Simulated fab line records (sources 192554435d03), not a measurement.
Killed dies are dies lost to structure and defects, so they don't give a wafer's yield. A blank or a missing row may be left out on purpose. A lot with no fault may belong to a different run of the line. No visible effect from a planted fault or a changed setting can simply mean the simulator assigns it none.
fab line records | flow n5_finfet
record: lots: 9 wafers: 26 last_day: 17
route steps=1938 shown BEOL_M9@1405 BEOL_M15@1827 MIM_BOT@1833 PASSIVATION@1936
lots with no fault: from the same line, run without faults
start_h: hours from the record's first day to the start of the lot's first wafer shown | wait_h: how many hours have passed since the lot's step before this one | " unchanged from the row above | L1.1+2: several wafers, shown together as one row | - either no value or no given start | * or withheld: withheld | < > ~ a bound
route shown NAME@n: NAME is a module with steps in the file, n the number in the route of the first one | usual: mean/standard deviation of fault-free wafers | same: alike in all rows | chamber/n: place in a boat | sites: the reading at each site | _std_site: their standard deviation | _edge_site: the outer-site mean with the inner-site mean subtracted | radius_mm: for every site, how far away it sits from the centre of the wafer | mask NAME#n: copy n | behind: the most recent tool/chamber to have shaped the wafer | hold: cause of the lot's hold/its duration in hours/its outcome | device: the n, p or np transistor that did not switch | end of line: at the end of the route, the tests of the same wafers | a step given without rows: its recipe and nothing more | killed: dies that structure and defects cost at the first sort, which is not the same as the wafer's yield | map: shows each die of a wafer: x if killed, . if not, _ if none is there
set.NAME: the setting as run; set.NAME@STEP: as run at that earlier step | model.NAME: the simulator's own value behind a step, which no gauge read
one table for each step of the route and one row for each wafer, over a sample of lots
services: the hour from which a tool's chamber was out of use, counted from the record's first day as start_h (under 0 if before that day), plus the number of hours and why
== steps ==
step: N5_BEOL_M9_HM_DEP_02
recipe: material: TiN target_thk_a: 200 temp_c: 25 chamber_pressure_pa: 0.49996
usual: throttle_valve_pct: 30.1/1.1
columns lot.wafer tool chamber start_h wait_h throttle_valve_pct
L656.2 pvd_sputter-01 - 224.60 1.6 30.0
L656.4 " - " " 29.1
L656.6 " - " " 32.0
L658.1 pvd_sputter-01 - 225.50 2.0 30.6
L658.2 " - " " 30.1
L658.3 " - " " 32.3
L659.1 pvd_sputter-01 - 226.30 1.3 30.1
L659.2 " - " " 30.8
L659.5 " - " " 32.1
L657.3 pvd_sputter-01 - 229.86 0.7 29.3
L657.4 " - " " 29.9
L657.6 " - " " 29.0
L662.2 pvd_sputter-01 - 251.03 0.0 30.6
L662.3 " - " " 30.3
L662.4 " - " " 29.3
L665.2 pvd_sputter-01 - 266.56 4.1 32.2
L665.3 " - " " 30.9
L665.6 " - " " 31.1
L664.1 pvd_sputter-03 - 277.98 2.1 30.6
L664.4 " - " " 29.3
L664.5 " - " " 28.9
L667.3 pvd_sputter-01 - 300.91 0.5 30.7
L667.6 " - " " 32.2
L675.2 pvd_sputter-02 - 344.32 0.3 29.7
L675.3 " - " " 28.2
L675.4 " - " " 28.7
step: N5_BEOL_M15_DEP_53
recipe: material: SiCN target_thk_a: 500 temp_c: withheld precursor: 3MS/NH3 pressure_torr: 3 rf_w: 675 time_s: 17.8
usual: showerhead_plenum_p_Torr: 4.154/0.016 throttle_valve_pct: 17.9/0.79
columns lot.wafer tool chamber start_h wait_h showerhead_plenum_p_Torr throttle_valve_pct
L656.2 pecvd-02 1 276.27 0.0 4.154 19.0
L656.4 " 2 " " 4.166 16.7
L656.6 " 1 " " 4.167 19.2
L658.1 pecvd-01 1 285.80 0.0 4.122 18.6
L658.2 " 2 " " 4.145 17.3
L658.3 " 0 " " 4.175 18.6
L659.1 pecvd-01 1 288.56 0.0 4.140 18.6
L659.2 " 2 " " 4.138 17.2
L659.5 " 1 " " 4.128 18.6
L657.3 pecvd-02 0 290.81 0.0 4.150 17.9
L657.4 " 1 " " 4.166 18.8
L657.6 " 0 " " 4.160 17.9
L662.2 pecvd-01 2 308.27 0.0 4.150 17.0
L662.3 " 0 " " 4.179 18.3
L662.4 " 1 " " 4.140 18.6
L665.2 pecvd-02 1 321.32 0.0 4.158 18.8
L665.3 " 2 " " 4.158 16.9
L665.6 " 1 " " 4.162 19.1
L664.1 pecvd-01 0 322.98 0.0 4.172 18.6
L664.4 " 1 " " 4.134 18.5
L664.5 " 2 " " 4.146 17.1
L667.3 pecvd-01 2 350.49 0.0 4.144 16.9
L667.6 " 1 " " 4.139 18.4
L675.2 pecvd-01 2 389.56 0.0 4.148 17.2
L675.3 " 1 " " 4.123 18.6
L675.4 " 1 " " 4.140 18.5
step: N5_BEOL_M15_RS_MEAS_54
recipe: thk_meas_gauge: four-point-probe reads: Cu_of_BEOL_M15_ECD_47+Ta_of_BEOL_M15_SPUTTER_44+TaN_of_BEOL_M15_SPUTTER_43
usual: M15_RS: 0.0215/0.00036
columns lot.wafer tool chamber start_h wait_h M15_RS[ohm/sq]
L656.2 film_metro-02 - 276.34 0.1 0.0212
L656.4 " - " " 0.0215
L656.6 " - " " 0.0215
L658.1 film_metro-02 - 285.87 0.0 0.0212
L658.2 " - " " 0.0224
L658.3 " - " " 0.0212
L659.1 film_metro-02 - 288.63 0.0 0.0216
L659.2 " - " " 0.0216
L659.5 " - " " 0.0217
L657.3 film_metro-01 - 290.87 0.1 0.0217
L657.4 " - " " 0.0212
L657.6 " - " " 0.0214
L662.2 film_metro-01 - 308.34 0.1 0.0215
L662.3 " - " " 0.0216
L662.4 " - " " 0.0212
L665.2 film_metro-01 - 321.38 0.1 0.0213
L665.3 " - " " 0.0215
L665.6 " - " " 0.0220
L664.1 film_metro-02 - 323.05 0.0 0.0209
L664.4 " - " " 0.0213
L664.5 " - " " 0.0214
L667.3 film_metro-02 - 350.55 0.1 0.0225
L667.6 " - " " 0.0213
L675.2 film_metro-01 - 389.63 0.1 0.0214
L675.3 " - " " 0.0221
L675.4 " - " " 0.0213
step: N5_BEOL_M15_RC_MEAS_101
usual: COMB_M10: 1.5e-11/3.6e-12 COMB_M11: 1.39e-11/2.9e-12 COMB_M11_max_site: 2e-11/4.8e-12 COMB_M12: 5.5e-12/1.1e-12 COMB_M13: 4.3e-12/9.2e-13 COMB_M14: 3.2e-12/6.5e-13 COMB_M15: 1.9e-12/4.7e-13 COMB_M5: 3.6e-11/7.2e-12 COMB_M6: 2.5e-11/5.1e-12 COMB_M7: 2.5e-11/5.3e-12 COMB_M8: 2.5e-11/5.2e-12 COMB_M9: 1.4e-11/3.1e-12 COMB_M9_max_site: 2e-11/5.2e-12 SERP_M10: 3.08/0.068 SERP_M10_max_site: 3.17/0.076 SERP_M11: 3.09/0.079 SERP_M12: 0.637/0.018 SERP_M13: 0.306/0.0064 SERP_M14: 0.1614/0.0028 SERP_M5: 39.5/1.8 SERP_M6: 13.9/0.52 SERP_M7: 13.8/0.54 SERP_M8: 13.8/0.52 SERP_M9: 3.05/0.1 SERP_M9_max_site: 3.15/0.1
columns lot.wafer tool chamber start_h wait_h COMB_M10[S/m] COMB_M11[S/m] COMB_M11_max_site[S/m] COMB_M12[S/m] COMB_M13[S/m] COMB_M14[S/m] COMB_M15[S/m] COMB_M5[S/m] COMB_M6[S/m] COMB_M7[S/m] COMB_M8[S/m] COMB_M9[S/m] COMB_M9_max_site[S/m] SERP_M10[ohm/um] SERP_M10_max_site[ohm/um] SERP_M11[ohm/um] SERP_M12[ohm/um] SERP_M13[ohm/um] SERP_M14[ohm/um] SERP_M5[ohm/um] SERP_M6[ohm/um] SERP_M7[ohm/um] SERP_M8[ohm/um] SERP_M9[ohm/um] SERP_M9_max_site[ohm/um]
L656.2 prober-01 0 276.54 0.2 1.3e-11 9.1e-12 1.3e-11 7.2e-12 4.4e-12 3.6e-12 1.6e-12 3.4e-11 3.5e-11 3.2e-11 4e-11 1.2e-11 1.5e-11 3.16 3.27 3.09 0.627 0.300 0.1656 38.5 13.7 14.9 14.7 3.18 3.21
L656.4 " 0 " " 1.6e-11 1.04e-11 2.2e-11 4.6e-12 3.1e-12 3.1e-12 1.4e-12 4.4e-11 2.3e-11 2.7e-11 2.2e-11 9e-12 1.2e-11 3.09 3.14 3.16 0.634 0.307 0.1624 40.5 13.5 14.9 13.9 3.13 3.19
L656.6 " 0 " " 1.1e-11 9.3e-12 1.4e-11 6.9e-12 2.9e-12 3.4e-12 1.7e-12 2.5e-11 3e-11 3.6e-11 1.8e-11 1.4e-11 1.8e-11 3.07 3.11 3.05 0.635 0.310 0.1641 39.2 13.8 14.4 14.3 3.11 3.15
L658.1 prober-01 0 285.92 0.0 1.4e-11 1.69e-11 1.9e-11 3.8e-12 5.3e-12 3.2e-12 1.8e-12 3.3e-11 2.8e-11 2.2e-11 2.2e-11 1.5e-11 1.8e-11 2.99 3.09 3.09 0.647 0.300 0.1626 40.0 14.3 14.2 12.7 3.14 3.27
L658.2 " 0 " " 1.2e-11 1.77e-11 1.9e-11 6.9e-12 3.3e-12 4.2e-12 1.6e-12 5.3e-11 2.4e-11 2.3e-11 3.4e-11 1.4e-11 2.3e-11 3.19 3.25 3.07 0.639 0.306 0.1581 41.7 13.3 13.8 14.0 3.06 3.12
L658.3 " 0 " " 1.3e-11 1.58e-11 1.9e-11 4e-12 4.2e-12 3.7e-12 2.1e-12 3.5e-11 2.2e-11 2.2e-11 2.4e-11 1.5e-11 2.3e-11 3.09 3.21 2.95 0.627 0.318 0.1641 40.9 14.2 13.9 13.4 3.23 3.31
L659.1 prober-02 0 288.68 0.0 1.6e-11 1.36e-11 1.7e-11 5.5e-12 5.6e-12 3.4e-12 2.3e-12 3e-11 2.4e-11 1.9e-11 1.9e-11 1.2e-11 1.9e-11 3.00 3.05 3.06 0.646 0.303 0.1600 40.3 14.7 14.5 13.4 3.15 3.25
L659.2 " 0 " " 9e-12 1.26e-11 2e-11 7.3e-12 5.2e-12 3.6e-12 2.3e-12 4.5e-11 2.4e-11 2.2e-11 3.3e-11 1.1e-11 2.3e-11 3.12 3.17 3.12 0.632 0.302 0.1696 38.1 14.0 13.1 13.9 3.00 3.09
L659.5 " 0 " " 1.6e-11 1.46e-11 1.8e-11 5.3e-12 6.7e-12 4.2e-12 2.7e-12 4e-11 3.3e-11 2.2e-11 1.5e-11 1.4e-11 1.6e-11 3.01 3.12 2.95 0.625 0.295 0.1620 39.1 15.6 13.8 13.4 3.00 3.06
L657.3 prober-02 0 291.23 0.3 1.1e-11 1.53e-11 2e-11 5.1e-12 3.4e-12 3.1e-12 2.8e-12 3.9e-11 2.5e-11 2e-11 2.9e-11 1.2e-11 1.8e-11 3.11 3.30 3.12 0.612 0.299 0.1568 39.3 14.1 14.2 14.2 3.12 3.23
L657.4 " 0 " " 1.5e-11 8.8e-12 1.4e-11 4.8e-12 3.7e-12 3.6e-12 2.4e-12 3.2e-11 3.3e-11 1.9e-11 2.6e-11 1.2e-11 2.4e-11 3.08 3.18 3.17 0.630 0.311 0.1620 41.9 13.7 13.8 13.2 3.28 3.36
L657.6 " 0 " " 1.5e-11 1.16e-11 1.6e-11 5e-12 3.4e-12 3.1e-12 2.4e-12 2.5e-11 2.7e-11 2.5e-11 2.4e-11 1.2e-11 2.2e-11 3.23 3.29 3.14 0.615 0.295 0.1624 41.2 13.8 13.8 14.1 3.24 3.33
L662.2 prober-02 0 308.56 0.2 1.7e-11 1.32e-11 1.8e-11 6.5e-12 4.1e-12 3e-12 2.7e-12 3.2e-11 2.7e-11 2.8e-11 2.5e-11 1.1e-11 1.4e-11 2.94 3.17 3.07 0.610 0.304 0.1624 38.4 12.8 15.0 13.9 3.11 3.16
L662.3 " 0 " " 1.6e-11 1.44e-11 2.2e-11 5.2e-12 4.6e-12 4e-12 1.8e-12 3.8e-11 2e-11 2.6e-11 2.6e-11 1.3e-11 1.6e-11 2.97 3.10 3.09 0.631 0.302 0.1630 44.3 14.2 14.3 13.6 3.22 3.29
L662.4 " 0 " " 1.5e-11 2.15e-11 2.9e-11 3.7e-12 4.7e-12 3.1e-12 2e-12 2.7e-11 2.7e-11 2.3e-11 2.8e-11 1.4e-11 1.5e-11 3.08 3.40 3.05 0.659 0.302 0.1637 40.5 13.7 14.0 14.3 3.13 3.21
L665.2 prober-02 0 321.59 0.2 1.4e-11 1.24e-11 1.6e-11 5.9e-12 4.1e-12 3.9e-12 2e-12 3.6e-11 2.5e-11 3e-11 2e-11 2.2e-11 3.6e-11 3.19 3.25 3.03 0.621 0.301 0.1680 40.9 13.6 13.3 13.9 3.09 3.14
L665.3 " 0 " " 1.3e-11 1.09e-11 1.7e-11 5e-12 4.8e-12 1.6e-12 2.4e-12 3.5e-11 2e-11 2.2e-11 1.9e-11 1.6e-11 2.5e-11 3.03 3.11 3.15 0.681 0.305 0.1598 37.1 13.8 13.5 14.8 3.13 3.24
L665.6 " 0 " " 2e-11 1.03e-11 1.5e-11 5e-12 4.3e-12 1.7e-12 1.9e-12 3.8e-11 3.2e-11 3.6e-11 2.7e-11 1.6e-11 1.8e-11 3.07 3.12 3.05 0.666 0.303 0.1622 41.4 13.6 13.2 13.3 2.97 3.02
L664.1 prober-02 0 323.10 0.0 1.4e-11 1.02e-11 2e-11 3.6e-12 2.6e-12 2.7e-12 2.2e-12 4.9e-11 3.2e-11 2.8e-11 2.7e-11 1.3e-11 1.9e-11 3.00 3.08 3.15 0.614 0.306 0.1623 40.2 15.0 13.2 13.4 3.16 3.25
L664.4 " 0 " " 1.6e-11 1.19e-11 1.6e-11 5e-12 3.9e-12 3.1e-12 3.1e-12 3.4e-11 2.1e-11 1.7e-11 3.1e-11 1.2e-11 1.9e-11 3.08 3.21 3.04 0.635 0.300 0.1591 36.4 13.7 14.0 12.8 3.32 3.36
L664.5 " 0 " " 1.9e-11 1.3e-11 1.8e-11 4.4e-12 3.9e-12 2.6e-12 1.4e-12 3.4e-11 2.6e-11 1.7e-11 1.9e-11 1.4e-11 2.4e-11 3.08 3.22 3.19 0.634 0.308 0.1597 42.1 13.3 13.5 13.2 3.00 3.09
L667.3 prober-02 0 350.91 0.3 1.9e-11 1.06e-11 2e-11 4.3e-12 3.1e-12 2.1e-12 2.9e-12 3.1e-11 3.3e-11 2.7e-11 2.6e-11 1.2e-11 2e-11 2.96 3.01 3.07 0.644 0.321 0.1651 36.6 14.0 14.4 13.5 3.24 3.34
L667.6 " 0 " " 1.6e-11 1.35e-11 1.9e-11 3.9e-12 4.1e-12 2.6e-12 2.4e-12 3.8e-11 2.5e-11 2.5e-11 2.6e-11 1.1e-11 1.5e-11 2.97 3.11 3.12 0.612 0.313 0.1648 38.9 13.3 14.1 14.7 3.16 ~7142.9
L675.2 prober-02 0 389.84 0.2 1.6e-11 1.48e-11 2e-11 5.4e-12 5.3e-12 3.3e-12 1.3e-12 3e-11 2.3e-11 1.9e-11 3.2e-11 1.5e-11 2e-11 3.05 3.21 3.24 0.657 0.313 0.1628 39.4 13.6 13.5 14.6 2.93 3.00
L675.3 " 0 " " 1.2e-11 9.1e-12 1.1e-11 3.8e-12 3.9e-12 3.9e-12 1.7e-12 3.4e-11 2.7e-11 2.7e-11 2.5e-11 1.3e-11 1.7e-11 3.14 3.21 3.10 0.616 0.294 0.1619 39.3 14.7 13.0 14.7 2.82 2.92
L675.4 " 0 " " 1.2e-11 1.41e-11 2.2e-11 6.1e-12 3.7e-12 3.8e-12 1.5e-12 3.3e-11 2e-11 3.5e-11 1.6e-11 1.3e-11 1.8e-11 3.14 3.20 2.92 0.646 0.291 0.1591 41.5 13.3 14.4 14.0 2.99 3.07
step: N5_MIM_BOT_SPUTTER_00
recipe: material: TiN target_thk_a: 350 temp_c: 200 power_w: 3000 chamber_pressure_pa: 0.49996 gas: Ar reactive_partial_pa: 0.37997 time_s: 89.7
usual: throttle_valve_pct: 29.7/0.82
columns lot.wafer tool chamber start_h wait_h throttle_valve_pct
L656.2 pvd_sputter-03 - 278.54 0.0 30.5
L656.4 " - " " 30.5
L656.6 " - " " 28.9
L658.1 pvd_sputter-03 - 287.23 0.0 29.2
L658.2 " - " " 30.2
L658.3 " - " " 30.6
L659.1 pvd_sputter-03 - 289.95 0.0 29.2
L659.2 " - " " 29.1
L659.5 " - " " 29.4
L657.3 pvd_sputter-03 - 292.23 0.0 30.2
L657.4 " - " " 30.6
L657.6 " - " " 29.0
L662.2 pvd_sputter-03 - 310.72 0.0 30.2
L662.3 " - " " 29.1
L662.4 " - " " 29.6
L665.2 pvd_sputter-02 - 324.70 0.0 29.3
L665.3 " - " " 29.3
L665.6 " - " " 29.7
L664.1 pvd_sputter-02 - 325.28 0.0 28.9
L664.4 " - " " 27.8
L664.5 " - " " 29.2
L667.3 pvd_sputter-01 - 352.94 0.0 30.7
L667.6 " - " " 29.0
L675.2 pvd_sputter-03 - 391.60 0.0 30.5
L675.3 " - " " 30.3
L675.4 " - " " 29.0
step: N5_PASSIVATION_PROBE_49
usual: defect_limited_yield: 91.2/1.3 killed_at_M0_to_M3: 34/10 killed_at_M4_up: 13/4.6 killed_at_contacts: 13/5.5 killed_at_front_end: 41/12 killed_at_other: 2.8/2.4 killed_dies: 104/16 killed_open: 67/12 killed_short: 33/7.2 sort_bin_4_leakage: 0.00/0.012 sort_bin_5_function: 5.1/0.86 sort_bin_6_memory: 3.3/0.62 sort_n_pass: 1076/16 sort_yield_pct: 91.2/1.3
same: gross_dies: 1180 killed_at_back_side: 0 sort_bin_8_speed[%]: 0
columns lot.wafer tool chamber start_h wait_h defect_limited_yield[%] killed_at_M0_to_M3 killed_at_M4_up killed_at_contacts killed_at_front_end killed_at_other killed_dies killed_open killed_short sort_bin_4_leakage[%] sort_bin_5_function[%] sort_bin_6_memory[%] sort_n_pass sort_yield_pct[%]
L658.1 prober-01 - 298.87 0.0 88.5 30 19 27 58 2 136 100 33 0 6.9 4.2 1044 88.5
L658.2 prober-01 - 298.92 0.1 92.0 21 19 9 38 7 94 57 36 0 5.0 2.7 1086 92.0
L658.3 prober-01 - 298.97 0.1 92.5 20 16 8 39 6 89 59 28 0 4.7 2.6 1091 92.5
L657.3 prober-02 - 306.14 0.1 91.0 42 13 13 37 1 106 77 24 0 5.1 3.1 1074 91.0
L657.4 prober-02 - 306.19 0.2 90.3 33 14 15 50 3 115 71 43 0 5.4 4.0 1065 90.3
L657.6 prober-02 - 306.29 0.3 90.4 38 17 11 46 1 113 73 35 0 5.8 3.1 1067 90.4
L665.2 prober-02 - 335.66 0.1 89.2 38 19 16 52 2 127 92 29 0 6.4 4.0 1053 89.2
L665.3 prober-02 - 335.71 0.1 89.9 37 14 19 49 0 119 67 44 0 5.9 3.4 1061 89.9
L665.6 prober-02 - 335.86 0.3 90.7 33 13 21 41 2 110 69 41 0 6.4 2.5 1070 90.7
L667.3 prober-02 - 364.63 0.1 89.2 68 5 14 36 4 127 76 47 0 6.2 3.9 1053 89.2
L667.6 prober-02 - 364.78 0.3 89.5 36 20 20 46 2 124 73 36 0 7.1 3.0 1056 89.5
L675.2 prober-01 - 407.35 0.1 91.4 37 16 18 28 2 101 61 34 0 4.9 3.3 1079 91.4
L675.3 prober-01 - 407.40 0.1 95.0 25 4 12 18 0 59 44 9 0 2.8 1.9 1121 95.0
L675.4 prober-01 - 407.45 0.2 93.1 26 11 13 30 1 81 56 19 0 4.4 2.2 1099 93.1
killed by level:class
L658.1 MOL_CONTACT_COAG:geometric_particle:open=21 STI_FIN_REVEAL:geometric_particle:open=19 BEOL_M4:geometric_particle:open=12 FIN_SAQP:geometric_particle:open=10 BEOL_M3:geometric_particle:open=10 FIN_SAQP:geometric_particle:short=8 MOL_CONTACT_COAG:geometric_particle:short=6 STI_FIN_REVEAL:geometric_particle:short=5
L658.2 FIN_SAQP:geometric_particle:open=10 BEOL_M3:geometric_particle:open=7 STI_FIN_REVEAL:geometric_particle:open=7 FIN_SAQP:geometric_particle:short=6 MOL_CONTACT_COAG:geometric_particle:open=6 BEOL_M4:geometric_particle:open=6 BEOL_M4:geometric_particle:short=6 BEOL_M0_SAQP:geometric_particle:open=3
L658.3 FIN_SAQP:geometric_particle:open=12 FIN_SAQP:geometric_particle:short=11 MOL_CONTACT_COAG:geometric_particle:open=7 BEOL_M4:geometric_particle:open=7 STI_FIN_REVEAL:geometric_particle:open=5 BEOL_M3:geometric_particle:open=5 BEOL_M0:geometric_particle:open=4 BEOL_M0_SAQP:geometric_particle:short=3
L657.3 BEOL_M1:geometric_particle:open=17 MOL_CONTACT_COAG:geometric_particle:open=11 FIN_SAQP:geometric_particle:open=6 DUMMY_GATE:geometric_particle:open=6 STI_FIN_REVEAL:geometric_particle:open=5 BEOL_M0_SAQP:geometric_particle:open=5 BEOL_M4:geometric_particle:open=5 BEOL_M0_SAQP:geometric_particle:short=4
L657.4 FIN_SAQP:geometric_particle:open=18 MOL_CONTACT_COAG:geometric_particle:open=10 BEOL_M1:geometric_particle:open=8 BEOL_M0_SAQP:geometric_particle:short=7 BEOL_M0_SAQP:geometric_particle:open=6 FIN_SAQP:geometric_particle:short=5 ILD0:geometric_particle:short=5 GATE_CUT:geometric_particle:short=5
L657.6 FIN_SAQP:geometric_particle:open=11 BEOL_M0_SAQP:geometric_particle:open=11 MOL_CONTACT_COAG:geometric_particle:open=9 BEOL_M1:geometric_particle:open=7 BEOL_M2:geometric_particle:open=6 DUMMY_GATE:geometric_particle:open=5 GATE_CUT:geometric_particle:short=5 STARTING-WAFER:geometric_particle:short=5
L665.2 MOL_CONTACT_COAG:geometric_particle:open=14 BEOL_M2:geometric_particle:open=11 BEOL_M4:geometric_particle:open=10 FIN_SAQP:geometric_particle:open=8 GATE_CUT:geometric_particle:open=7 BEOL_M3:geometric_particle:open=7 DUMMY_GATE:geometric_particle:open=6 GATE_CUT:geometric_particle:short=6
L665.3 MOL_CONTACT_COAG:geometric_particle:open=14 BEOL_M0_SAQP:geometric_particle:open=10 STI_FIN_REVEAL:geometric_particle:open=9 BEOL_M0_SAQP:geometric_particle:short=9 BEOL_M4:geometric_particle:open=8 HKMG_FIN:area_etch=7 FIN_SAQP:geometric_particle:short=6 BEOL_M1:geometric_particle:short=6
L665.6 MOL_CONTACT_COAG:geometric_particle:open=15 BEOL_M3:geometric_particle:open=11 STI_FIN_REVEAL:geometric_particle:open=8 BEOL_M4:geometric_particle:open=8 BEOL_M0_SAQP:geometric_particle:short=7 FIN_SAQP:geometric_particle:open=6 GATE_CUT:geometric_particle:short=6 MOL_CONTACT_COAG:geometric_particle:short=6
L667.3 BEOL_M0_SAQP:geometric_particle:short=16 BEOL_M3:geometric_particle:open=15 MOL_CONTACT_COAG:geometric_particle:open=14 BEOL_M1:geometric_particle:open=13 BEOL_M0_SAQP:geometric_particle:open=12 GATE_CUT:geometric_particle:short=10 BEOL_M1:geometric_particle:short=6 FIN_SAQP:geometric_particle:open=4
L667.6 MOL_CONTACT_COAG:geometric_particle:open=19 BEOL_M3:geometric_particle:open=12 BEOL_M9:area_open=11 BEOL_M0_SAQP:geometric_particle:short=9 STI_FIN_REVEAL:geometric_particle:open=7 GATE_CUT:geometric_particle:open=7 GATE_CUT:geometric_particle:short=7 BEOL_M0_SAQP:geometric_particle:open=6
L675.2 MOL_CONTACT_COAG:geometric_particle:open=12 BEOL_M0_SAQP:geometric_particle:short=10 BEOL_M2:geometric_particle:open=7 STI_FIN_REVEAL:geometric_particle:open=6 MOL_CONTACT_COAG:geometric_particle:short=6 BEOL_M1:geometric_particle:open=5 BEOL_M0_SAQP:geometric_particle:open=5 BEOL_M4:geometric_particle:open=5
L675.3 BEOL_M3:geometric_particle:open=10 MOL_CONTACT_COAG:geometric_particle:open=8 STI_FIN_REVEAL:geometric_particle:open=4 MOL_CONTACT_COAG:geometric_particle:short=4 BEOL_M2:geometric_particle:open=4 DUMMY_GATE:geometric_particle:open=3 BEOL_M0_SAQP:geometric_particle:open=3 STARTING-WAFER:geometric_particle:open=3
L675.4 MOL_CONTACT_COAG:geometric_particle:open=11 BEOL_M1:geometric_particle:open=9 FIN_SAQP:geometric_particle:open=5 BEOL_M3:geometric_particle:open=5 FIN_SAQP:geometric_particle:short=3 STI_FIN_REVEAL:geometric_particle:short=3 STI_FIN_REVEAL:geometric_particle:open=3 DUMMY_GATE:geometric_particle:open=3
== services ==
columns tool chamber start_h hours kind
pecvd-01 - 266.59 2.8 pm
pecvd-02 1 357.92 2.1 scheduled_down
pecvd-01 1 365.10 21.0 repair
pvd_sputter-02 - 366.38 0.7 repair
pecvd-02 2 378.34 2.1 scheduled_down
pecvd-01 1 390.38 8.5 repair
pecvd-01 2 390.56 2.1 scheduled_down
== key ==
first_sign: step: N5_BEOL_M15_RC_MEAS_101 reading: SERP_M9_max_site direction: up sigmas: 99+ usual: 3.15 struck: ~7142.9
effect none on later readings
met_at N5_BEOL_M9_HM_DEP_02
struck_lots L667
struck_wafers L667.6
not_acting_at N5_BEOL_M15_DEP_53,N5_BEOL_M15_RS_MEAS_54,N5_MIM_BOT_SPUTTER_00
onset_between 266.56 300.91
fault: kind: process_parameter_drift tool: pvd_sputter-01 chamber: - onset_h: 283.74 steps: N5_BEOL_M9_HM_DEP_02 channel: target_thk_a offset: * shape: step end_h: 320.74 scope: struck_wafers_only acts_in: * stated: *
